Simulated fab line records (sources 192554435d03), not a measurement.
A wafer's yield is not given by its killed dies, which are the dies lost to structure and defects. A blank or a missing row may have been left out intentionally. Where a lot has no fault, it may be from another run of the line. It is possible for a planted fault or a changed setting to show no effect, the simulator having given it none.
fab line records | flow n5_finfet
record: lots: 9 wafers: 26 last_day: 17
route steps=1938 shown FIN_SAQP@137 FIN_CUT@165 BEOL_M4@1111 PASSIVATION@1936
lots with no fault: from the same line, run without faults
start_h: hours from the record's first day to the start of the lot's first wafer shown | wait_h: how many hours have passed since the lot's step before this one | " same as the row above | L1.1+2: several wafers, shown together as one row | - either no value or no given start | * or withheld: withheld | < > ~ a bound
route shown NAME@n: names a module that has steps shown in the file, with the first one's number in the route | usual: average and standard deviation across the fault-free wafers | same: alike in all rows | chamber/n: place in a boat | sites: readings site by site | _std_site: standard deviation of those values | _edge_site: mean of outer sites minus mean of inner sites | radius_mm: for every site, how far away it sits from the centre of the wafer | mask NAME#n: copy n | behind: the tool/chamber that last shaped the wafer | hold: why the lot was held/for how many hours/how that ended | device: transistor that didn't switch, given as n, p or np | end of line: tests of these same wafers at the route's end | step lacking rows: just its recipe | killed: dies that structure and defects cost at the first sort, which is not the same as the wafer's yield | map: the dies of a wafer, with x for killed, . for not killed, _ for no die there
set.NAME: the run value of the setting; set.NAME@STEP: its run value at that earlier step | model.NAME: the simulator's own value behind a step, which no gauge read
the route's steps for a sample of lots (tables are steps, rows are wafers)
services: when a tool's chamber went out of use (start_h, in hours from the record's first day, below 0 if earlier), for how many hours, and the reason
== steps ==
step: N5_FIN_SAQP_RECESS_71
recipe: chemistry: HF/NH3 target: SiO2 target_depth_a: 30 afs_cycles: 1 temp_c: 30 sublimation_temp_c: 180 sublimation_time_s: 60
usual: drypump_motor_current_A: 5.9/0.4
columns lot.wafer tool chamber start_h wait_h drypump_motor_current_A
L201.1 vapor_etch-02 0 43.38 0.0 5.5
L201.3 " 1 " " 6.5
L201.6 " 1 " " 6.5
L203.1 vapor_etch-01 1 54.40 0.0 5.6
L203.3 " 0 " " 6.1
L203.6 " 1 " " 5.7
L204.1 vapor_etch-01 0 60.94 0.0 6.0
L204.3 " 0 " " 6.0
L204.5 " 1 " " 5.7
L208.2 vapor_etch-01 1 84.87 0.0 5.6
L208.3 " 0 " " 6.1
L208.5 " 1 " " 5.7
L209.3 vapor_etch-02 0 92.84 0.1 5.5
L209.4 " 1 " " 6.5
L209.6 " 0 " " 5.5
L210.1 vapor_etch-01 0 97.48 0.0 6.1
L210.3 " 1 " " 5.7
L210.4 " 0 " " 6.1
L212.1 vapor_etch-01 1 109.44 0.0 5.6
L212.3 " 1 " " 5.7
L212.5 " 0 " " 6.1
L216.2 vapor_etch-02 1 133.74 0.0 6.5
L216.5 " 0 " " 5.5
L216.6 " 1 " " 6.5
L221.5 vapor_etch-02 1 164.08 0.1 6.5
L221.6 " 0 " " 5.5
step: N5_FIN_SAQP_ETCH_34
recipe: chemistry: C4F6/O2 target: SiO2 target_depth_a: 450 time_s: 15 ion_energy_ev: 250 pressure_mtorr: 30 source_w: 345 bias_w: 185 Ar_flow_sccm: 300 C4F6_flow_sccm: 10 O2_flow_sccm: 10 ends: cleared
usual: drypump_motor_current_A: 5.7/0.59 etch_rf_on_time_s: 14.92/0.18 oes_product_au: 0.65/0.057 rf_vpp_V: 674/18 showerhead_plenum_p_Torr: 2.85/0.1 throttle_valve_pct: 21.18/0.3
columns lot.wafer tool chamber start_h wait_h drypump_motor_current_A etch_rf_on_time_s oes_product_au rf_hours_counter_h rf_vpp_V showerhead_plenum_p_Torr throttle_valve_pct
L201.1 rie_diel-05 0 44.18 0.0 4.8 14.55 0.62 190 671 2.74 21.32
L201.3 " 3 " " 6.3 14.82 0.62 217 688 2.92 21.15
L201.6 " 0 " " 4.8 14.63 0.62 - 669 2.74 21.33
L203.1 rie_diel-05 3 55.59 0.0 6.3 14.87 0.62 222 688 2.92 21.16
L203.3 " 0 " " 4.8 14.67 0.61 196 671 2.74 21.33
L203.6 " 2 " " 5.3 14.87 0.84 - 663 2.87 20.41
L204.1 rie_diel-06 3 61.85 0.0 5.8 14.68 0.73 52 695 2.88 20.93
L204.3 " 1 " " 4.8 14.89 0.63 169 646 2.82 21.05
L204.5 " 3 " " 5.9 14.74 0.73 - 695 2.88 20.93
L208.2 rie_diel-06 0 85.81 0.0 6.2 14.98 0.61 211 652 2.80 21.37
L208.3 " 1 " " 4.8 15.10 0.62 177 645 2.81 21.05
L208.5 " 0 " " 6.2 15.06 0.61 - 654 2.80 21.38
L209.3 rie_diel-04 3 93.75 0.0 6.2 15.04 0.68 93 682 2.79 21.48
L209.4 " 2 " " 5.7 15.01 0.58 226 689 2.77 21.04
L209.6 " 3 " " 6.2 15.07 0.68 - 685 2.79 21.47
L210.1 rie_diel-04 2 98.27 0.0 5.7 15.16 0.58 227 688 2.77 21.05
L210.3 " 1 " " 5.9 14.92 0.62 206 651 2.95 21.72
L210.4 " 3 " " 6.2 15.44 0.67 94 685 2.79 21.44
L212.1 rie_diel-04 0 110.22 0.0 6.7 15.02 0.65 159 697 2.96 21.04
L212.3 " 2 " " 5.7 15.02 0.58 231 687 2.77 21.05
L212.5 " 1 " " 5.9 14.69 0.62 - 652 2.95 21.74
L216.2 rie_diel-06 0 134.74 0.0 6.2 14.78 0.60 229 651 2.79 21.39
L216.5 " 2 " " 5.1 15.00 0.69 - 686 3.04 20.93
L216.6 " 3 " " 5.8 14.70 0.71 - 694 2.87 20.96
L221.5 rie_diel-06 3 165.06 0.0 5.9 14.95 0.69 - 694 2.86 20.98
L221.6 " 0 " " 6.2 14.95 0.59 - 651 2.79 21.40
step: N5_FIN_SAQP_FIN_ETCH_36
recipe: chemistry: HBr/Cl2/O2 target_depth_a: 1200 mask_material: SiNx time_s: 50.4 bias_w: 102 pressure_mtorr: 10 icp_w: 800 HBr_flow_sccm: 150 Cl2_flow_sccm: 80 O2_flow_sccm: 12
usual: drypump_motor_current_A: 5.6/0.37 oes_product_au: 1.012/0.021 throttle_valve_pct: 36.0/0.4
columns lot.wafer tool chamber start_h wait_h drypump_motor_current_A oes_product_au rf_hours_counter_h throttle_valve_pct
L201.1 rie_si-03 0 44.39 0.0 5.3 0.988 187 36.5
L201.3 " 2 " " 5.8 1.015 18 36.0
L201.6 " 3 " " 5.2 0.958 - 35.8
L203.1 rie_si-05 3 55.80 0.0 5.4 0.979 106 35.9
L203.3 " 2 " " 5.6 1.009 145 35.4
L203.6 " 3 " " 5.3 0.965 - 35.9
L204.1 rie_si-06 2 62.07 0.0 5.5 1.004 114 35.2
L204.3 " 1 " " 5.8 1.030 3 36.0
L204.5 " 0 " " 6.0 1.011 - 36.3
L208.2 rie_si-06 1 86.02 0.0 5.8 1.033 4 36.0
L208.3 " 2 " " 5.5 1.005 114 35.2
L208.5 " 1 " " 5.8 1.037 - 35.9
L209.3 rie_si-06 2 93.96 0.0 5.5 1.017 114 35.2
L209.4 " 1 " " 5.8 1.031 4 36.0
L209.6 " 0 " " 6.0 1.028 - 36.2
L210.1 rie_si-03 1 98.48 0.0 6.0 0.989 115 36.2
L210.3 " 2 " " 5.7 1.013 19 36.0
L210.4 " 0 " " 5.3 0.995 188 36.5
L212.1 rie_si-06 3 110.44 0.0 4.8 1.029 7 36.1
L212.3 " 0 " " 6.0 1.029 19 36.2
L212.5 " 3 " " 4.8 1.040 - 36.1
L216.2 rie_si-06 2 134.96 0.0 5.5 1.009 115 35.2
L216.5 " 0 " " 6.0 1.033 - 36.2
L216.6 " 3 " " 4.8 1.040 - 36.1
L221.5 rie_si-05 0 165.31 0.0 6.0 1.031 - 36.3
L221.6 " 3 " " 5.4 0.962 - 35.9
step: N5_FIN_SAQP_OCD_MEAS_76
usual: trench_depth_nm: 122.3/2.8
columns lot.wafer tool chamber start_h wait_h trench_depth_nm
L201.1 ocd-02 - 44.61 0.0 117.1
L201.3 " - " " 120.3
L201.6 " - " " 116.2
L203.1 ocd-01 - 56.02 0.0 118.8
L203.3 " - " " 119.3
L203.6 " - " " 118.9
L204.1 ocd-01 - 62.29 0.0 124.3
L204.3 " - " " 121.0
L204.5 " - " " 123.4
L208.2 ocd-02 - 86.24 0.0 122.3
L208.3 " - " " 126.2
L208.5 " - " " 122.8
L209.3 ocd-02 - 94.18 0.0 125.8
L209.4 " - " " 122.7
L209.6 " - " " 126.3
L210.1 ocd-01 - 98.70 0.0 118.9
L210.3 " - " " 119.8
L210.4 " - " " 118.2
L212.1 ocd-02 - 110.66 0.0 125.3
L212.3 " - " " 125.5
L212.5 " - " " 124.9
L216.2 ocd-02 - 135.18 0.0 125.3
L216.5 " - " " 125.3
L216.6 " - " " 125.4
L221.5 ocd-01 - 165.49 0.0 125.3
L221.6 " - " " 117.9
step: N5_FIN_SAQP_INSPECT_40
recipe: inspect_instrument: brightfield mode: aei
usual: raw_defect_count: 228/68
columns lot.wafer tool chamber start_h wait_h raw_defect_count
L201.1 defect_inspect-01 - 44.64 0.0 163
L201.3 " - " " 250
L201.6 " - " " 181
L203.1 defect_inspect-02 - 56.05 0.0 134
L203.3 " - " " 123
L203.6 " - " " 146
L204.1 defect_inspect-02 - 62.32 0.0 271
L204.3 " - " " 186
L204.5 " - " " 220
L208.2 defect_inspect-01 - 86.27 0.0 198
L208.3 " - " " 206
L208.5 " - " " 234
L209.3 defect_inspect-02 - 94.21 0.0 215
L209.4 " - " " 299
L209.6 " - " " 293
L210.1 defect_inspect-01 - 98.76 0.1 233
L210.3 " - " " 361
L210.4 " - " " 319
L212.1 defect_inspect-01 - 110.69 0.0 245
L212.3 " - " " 857
L212.5 " - " " 202
L216.2 defect_inspect-01 - 135.21 0.0 184
L216.5 " - " " 306
L216.6 " - " " 265
L221.5 defect_inspect-01 - 165.52 0.0 198
L221.6 " - " " 218
step: N5_FIN_CUT_INSPECT_10
recipe: mode: adi inspect_instrument: brightfield
usual: raw_defect_count: 41/12
columns lot.wafer tool chamber start_h wait_h raw_defect_count
L201.1 defect_inspect-02 - 45.16 0.1 35
L201.3 " - " " 42
L201.6 " - " " 34
L203.1 defect_inspect-02 - 56.44 0.1 20
L203.3 " - " " 26
L203.6 " - " " 18
L204.1 defect_inspect-02 - 62.83 0.1 38
L204.3 " - " " 36
L204.5 " - " " 46
L208.2 defect_inspect-01 - 86.67 0.0 41
L208.3 " - " " 43
L208.5 " - " " 36
L209.3 defect_inspect-01 - 94.64 0.0 45
L209.4 " - " " 71
L209.6 " - " " 72
L210.1 defect_inspect-01 - 99.15 0.1 40
L210.3 " - " " 54
L210.4 " - " " 54
L212.1 defect_inspect-02 - 111.20 0.1 41
L212.3 " - " " 658
L212.5 " - " " 34
L216.2 defect_inspect-01 - 135.60 0.0 39
L216.5 " - " " 70
L216.6 " - " " 51
L221.5 defect_inspect-02 - 166.03 0.0 32
L221.6 " - " " 28
step: N5_FIN_CUT_INSPECT_17
recipe: inspect_instrument: brightfield mode: aei
usual: raw_defect_count: 235/70
columns lot.wafer tool chamber start_h wait_h raw_defect_count
L201.1 defect_inspect-01 - 46.15 0.0 193
L201.3 " - " " 277
L201.6 " - " " 188
L203.1 defect_inspect-02 - 57.44 0.0 142
L203.3 " - " " 112
L203.6 " - " " 146
L204.1 defect_inspect-01 - 63.94 0.0 344
L204.3 " - " " 234
L204.5 " - " " 274
L208.2 defect_inspect-02 - 87.73 0.0 176
L208.3 " - " " 167
L208.5 " - " " 185
L209.3 defect_inspect-02 - 95.77 0.0 201
L209.4 " - " " 297
L209.6 " - " " 291
L210.1 defect_inspect-02 - 100.10 0.0 202
L210.3 " - " " 323
L210.4 " - " " 262
L212.1 defect_inspect-02 - 112.15 0.0 194
L212.3 " - " " 813
L212.5 " - " " 164
L216.2 defect_inspect-01 - 136.62 0.0 180
L216.5 " - " " 300
L216.6 " - " " 263
L221.5 defect_inspect-01 - 167.05 0.0 186
L221.6 " - " " 206
step: N5_BEOL_M4_RC_MEAS_101
usual: DIBL_N: 36.8/2.2 DIBL_P: 37.0/2.8 IOFF_N: 0.18/0.043 IOFF_P: 0.23/0.05 ION_N: 680/14 ION_P: 466/9.1 SS_N: 71.7/0.74 SS_P: 73.5/0.79 VT_N: 248/4 VT_P: -249/4.1
columns lot.wafer tool chamber start_h wait_h DIBL_N[mV/V] DIBL_P[mV/V] IOFF_N[nA/um] IOFF_P[nA/um] ION_N[uA/um] ION_P[uA/um] SS_N[mV/dec] SS_P[mV/dec] VT_N[mV] VT_P[mV]
L201.1 prober-01 0 197.16 0.1 35.7 36.9 0.18 0.19 677 453 71.6 73.4 243 -254
L201.3 " 0 " " 36.3 38.2 0.17 0.19 667 456 71.6 73.1 253 -253
L201.6 " 0 " " 37.7 40.2 0.23 0.24 700 467 72.0 73.6 244 -250
L203.1 prober-01 0 203.58 0.0 36.2 37.8 0.16 0.20 681 464 72.4 72.9 250 -251
L203.3 " 0 " " 39.3 41.7 0.21 0.29 692 469 73.0 74.6 247 -248
L203.6 " 0 " " 36.2 38.4 0.15 0.20 676 463 71.3 72.4 249 -251
L204.1 prober-02 0 205.15 0.0 38.0 36.7 0.21 0.23 690 468 71.7 73.6 246 -250
L204.3 " 0 " " 39.4 38.2 0.22 0.24 699 469 72.1 74.7 249 -248
L204.5 " 0 " " 34.8 32.6 0.13 0.16 684 462 71.1 72.6 253 -253
L208.2 prober-02 0 230.72 0.2 40.1 39.8 0.20 0.30 671 470 72.0 74.3 249 -244
L208.3 " 0 " " 38.5 38.5 0.19 0.28 681 477 71.6 73.3 246 -243
L208.5 " 0 " " 42.5 42.6 0.27 0.36 700 479 73.1 74.9 244 -242
L209.3 prober-02 0 232.91 0.3 34.7 34.0 0.14 0.24 676 480 70.9 73.9 251 -245
L209.4 " 0 " " 41.5 41.0 0.31 0.40 701 489 72.6 74.7 239 -237
L209.6 " 0 " " 35.7 35.2 0.15 0.25 664 473 70.8 72.8 253 -245
L210.1 prober-01 0 238.03 0.0 36.0 34.8 0.18 0.22 691 467 71.4 72.5 247 -250
L210.3 " 0 " " 34.0 31.5 0.13 0.17 668 462 70.7 71.9 255 -251
L210.4 " 0 " " 36.7 34.3 0.18 0.21 687 474 71.0 72.6 249 -248
L212.1 prober-02 0 254.04 0.0 39.4 41.1 0.25 0.29 703 478 72.8 74.9 243 -244
L212.3 " 0 " " 34.7 32.9 0.14 0.15 672 454 71.4 72.9 250 -255
L212.5 " 0 " " 35.5 35.6 0.15 0.20 670 461 71.3 72.9 250 -252
L216.2 prober-02 0 284.80 0.2 34.6 34.2 0.13 0.19 664 457 70.7 73.0 252 -251
L216.5 " 0 " " 30.4 29.0 0.08 0.12 636 441 69.9 71.5 259 -257
L216.6 " 0 " " 39.2 40.9 0.25 0.31 695 474 71.6 74.1 242 -244
L221.5 prober-02 0 299.52 0.6 36.7 37.9 0.20 0.26 686 474 72.2 73.6 243 -244
L221.6 " 0 " " 37.7 40.2 0.22 0.31 701 487 72.3 74.8 242 -241
step: N5_PASSIVATION_PROBE_49
usual: defect_limited_yield: 91.4/1.5 killed_at_M0_to_M3: 36/11 killed_at_M4_up: 14/6 killed_at_contacts: 11/6 killed_at_front_end: 37/11 killed_at_other: 4/3.4 killed_dies: 102/18 killed_open: 66/13 killed_short: 34/7.8 sort_bin_4_leakage: 0.00/0.017 sort_bin_5_function: 5.0/0.97 sort_bin_6_memory: 3.2/0.7 sort_bin_8_speed: 0.0/0.38 sort_n_pass: 1078/19 sort_yield_pct: 91.3/1.6
same: gross_dies: 1180 killed_at_back_side: 0
columns lot.wafer tool chamber start_h wait_h defect_limited_yield[%] killed_at_M0_to_M3 killed_at_M4_up killed_at_contacts killed_at_front_end killed_at_other killed_dies killed_open killed_short sort_bin_4_leakage[%] sort_bin_5_function[%] sort_bin_6_memory[%] sort_bin_8_speed[%] sort_n_pass sort_yield_pct[%]
L208.2 prober-01 - 332.22 0.1 88.1 76 12 9 44 0 141 94 47 0 7.5 4.4 0 1039 88.1
L209.3 prober-02 - 343.39 0.1 93.2 28 10 7 31 4 80 51 28 0 3.6 3.1 0 1100 93.2
L212.1 prober-02 - 359.21 0.5 90.0 48 24 26 20 0 118 87 31 0 5.9 3.7 0 1062 90.0
L212.3 prober-02 - 359.31 0.6 80.8 17 36 5 164 4 226 67 35 0 11.7 4.7 0 954 80.8
L212.5 prober-02 - 359.41 0.7 91.5 30 25 8 36 1 100 64 35 0 5.7 2.5 0 1080 91.5
killed by level:class
L208.2 BEOL_M1:geometric_particle:open=18 BEOL_M2:geometric_particle:open=14 FIN_SAQP:geometric_particle:open=12 BEOL_M0_SAQP:geometric_particle:short=12 FIN_SAQP:geometric_particle:short=10 BEOL_M0_SAQP:geometric_particle:open=10 STI_FIN_REVEAL:geometric_particle:open=9 BEOL_M1:geometric_particle:short=8
L209.3 FIN_SAQP:geometric_particle:open=14 BEOL_M2:geometric_particle:open=10 MOL_CONTACT_COAG:geometric_particle:open=6 BEOL_M1:geometric_particle:open=5 BEOL_M1:geometric_particle:short=5 FIN_SAQP:geometric_particle:short=4 SPACER0:geometric_particle:short=3 BEOL_M4:geometric_particle:open=3
L212.1 MOL_CONTACT_COAG:geometric_particle:open=24 BEOL_M2:geometric_particle:open=13 BEOL_M0_SAQP:geometric_particle:short=11 BEOL_M0_SAQP:geometric_particle:open=11 BEOL_M4:geometric_particle:open=10 BEOL_M5:geometric_particle:open=7 FIN_SAQP:geometric_particle:open=5 BEOL_M1:geometric_particle:open=5
L212.3 FIN_SAQP:unspecified=123 BEOL_M4:geometric_particle:open=14 FIN_SAQP:geometric_particle:short=10 BEOL_M5:geometric_particle:open=8 STI_FIN_REVEAL:geometric_particle:open=7 GATE_CUT:geometric_particle:short=6 FIN_SAQP:geometric_particle:open=5 BEOL_M0_SAQP:geometric_particle:open=5
L212.5 BEOL_M0_SAQP:geometric_particle:open=9 BEOL_M4:geometric_particle:open=9 FIN_SAQP:geometric_particle:open=7 MOL_CONTACT_COAG:geometric_particle:open=7 GATE_CUT:geometric_particle:short=6 FIN_SAQP:geometric_particle:short=5 BEOL_M3:geometric_particle:open=5 BEOL_M2:geometric_particle:open=5
== services ==
columns tool chamber start_h hours kind
vapor_etch-01 - 24.25 1.3 repair
vapor_etch-02 - 29.39 0.3 repair
rie_diel-05 2 36.85 - clean
rie_diel-05 2 36.85 - consumable_replace:focus_ring
rie_diel-05 2 36.85 17.0 scheduled_down
rie_diel-05 2 36.85 17.0 vent_cycle
rie_si-06 - 42.80 2.8 pm
rie_si-03 1 51.92 2.9 repair
vapor_etch-01 - 54.88 0.5 repair
rie_diel-05 - 61.60 0.2 repair
rie_si-05 - 64.11 0.3 repair
rie_si-05 - 69.10 0.4 repair
vapor_etch-01 - 70.97 2.8 pm
rie_si-05 0 88.62 8.0 repair
rie_si-03 2 99.67 9.3 repair
rie_si-06 2 119.28 4.6 repair
rie_diel-04 0 138.65 5.3 repair
rie_diel-06 0 147.08 5.7 repair
rie_si-06 3 157.78 6.6 repair
rie_diel-04 2 159.67 - clean
rie_diel-04 2 159.67 - consumable_replace:focus_ring
rie_diel-04 2 159.67 21.8 scheduled_down
rie_diel-04 2 159.67 21.8 vent_cycle
vapor_etch-01 - 160.23 4.3 pm
== key ==
first_sign: step: N5_FIN_SAQP_INSPECT_40 reading: raw_defect_count direction: up sigmas: 9.3 usual: 228 struck: 857
effect: step: N5_FIN_CUT_INSPECT_10 reading: raw_defect_count direction: up sigmas: 51 usual: 41 struck: 658
effect: step: N5_FIN_CUT_INSPECT_17 reading: raw_defect_count direction: up sigmas: 8.2 usual: 235 struck: 813
effect: step: N5_PASSIVATION_PROBE_49 reading: killed_at_front_end direction: up sigmas: 11 usual: 37 struck: 164
more_kills_born_at: N5_FIN_SAQP_ETCH_34@rie_diel-04: 123
met_at N5_FIN_SAQP_ETCH_34
struck_lots L212
struck_wafers L212.3
not_acting_at N5_FIN_SAQP_RECESS_71,N5_FIN_SAQP_FIN_ETCH_36,N5_FIN_SAQP_OCD_MEAS_76
onset_between 98.27 110.22
fault: kind: chamber_particle_source tool: rie_diel-04 chamber: 2 onset_h: 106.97 steps: N5_FIN_SAQP_ETCH_34 rate_per_visit_cm2: 1.0448 end_h: 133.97
